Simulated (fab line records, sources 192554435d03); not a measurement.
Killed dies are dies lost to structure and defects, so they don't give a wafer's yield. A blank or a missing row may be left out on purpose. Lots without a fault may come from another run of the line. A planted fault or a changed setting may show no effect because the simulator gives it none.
Chamber matching | flow n5_finfet | N5_MOL_CONTACT_COAG_STRIP_72 on rie_diel-04: 4 sister chambers
The step strips in N2/H2. 16 wafers are shown with their chamber, then 8 later ones without.

WAFERS WITH THEIR CHAMBER
wafer  | chamber | drypump_motor_current_A (A) | showerhead_plenum_p_Torr (Torr) | throttle_valve_pct (%)
L074.1 | 2       | 4.8                         | 2.48                            | 23.29
L074.2 | 1       | 5.3                         | 2.61                            | 23.65
L074.3 | 3       | 5.6                         | 2.43                            | 23.48
L075.3 | 3       | 5.6                         | 2.43                            | 23.50
L075.4 | 1       | 5.3                         | 2.61                            | 23.65
L075.6 | 1       | 5.3                         | 2.61                            | 23.71
L077.3 | 2       | 4.8                         | 2.48                            | 23.24
L077.4 | 3       | 5.6                         | 2.42                            | 23.53
L077.6 | 2       | 4.8                         | 2.48                            | 23.27
L079.3 | 0       | 5.9                         | 2.42                            | 23.87
L079.4 | 3       | 5.6                         | 2.42                            | 23.48
L079.6 | 3       | 5.6                         | 2.42                            | 23.48
L083.1 | 2       | 4.8                         | 2.47                            | 23.26
L083.2 | 0       | 5.9                         | 2.42                            | 23.86
L083.5 | 0       | 5.8                         | 2.42                            | 23.92
L087.1 | 0       | 5.9                         | 2.42                            | 23.85

SIGNATURES (means of the wafers above)
reading                  | chamber 0 | chamber 1 | chamber 2 | chamber 3 | scatter within a chamber
drypump_motor_current_A  | 5.875     | 5.300     | 4.800     | 5.600     | 0.025
showerhead_plenum_p_Torr | 2.4200    | 2.6100    | 2.4775    | 2.4240    | 0.00403
throttle_valve_pct       | 23.8750   | 23.6700   | 23.2650   | 23.4940   | 0.0266
Rule: a wafer's distance from a chamber is the root of the sum, over the readings, of the square of ((its reading less the chamber's mean) divided by the reading's scatter). The wafer belongs to the nearest chamber; if the next one is less than 2 further off, it can't be placed. The scatter: the root of (the sum of the squares of (reading less its chamber's mean) over the shown wafers, divided by (wafers less chambers)).

WAFERS WITHOUT THEIR CHAMBER
wafer  | drypump_motor_current_A (A) | showerhead_plenum_p_Torr (Torr) | throttle_valve_pct (%)
L087.2 | 5.3                         | 2.60                            | 23.67
L087.6 | 5.9                         | 2.42                            | 23.92
L090.2 | 5.6                         | 2.41                            | 23.56
L090.3 | 5.3                         | 2.60                            | 23.73
L090.4 | 4.8                         | 2.46                            | 23.33
L091.1 | 5.3                         | 2.60                            | 23.71
L091.3 | 5.7                         | 2.41                            | 23.55
L091.4 | 5.9                         | 2.41                            | 23.86

WHICH CHAMBER EACH WENT THROUGH
wafer  | from the rows above | in truth
L087.2 | 1                   | 1
L087.6 | 0                   | 0
L090.2 | 3                   | 3
L090.3 | 1                   | 1
L090.4 | 2                   | 2
L091.1 | 1                   | 1
L091.3 | 3                   | 3
L091.4 | 0                   | 0
Placed correctly: 8 of 8. Can't be placed from these rows: 0. Placed wrongly: 0.
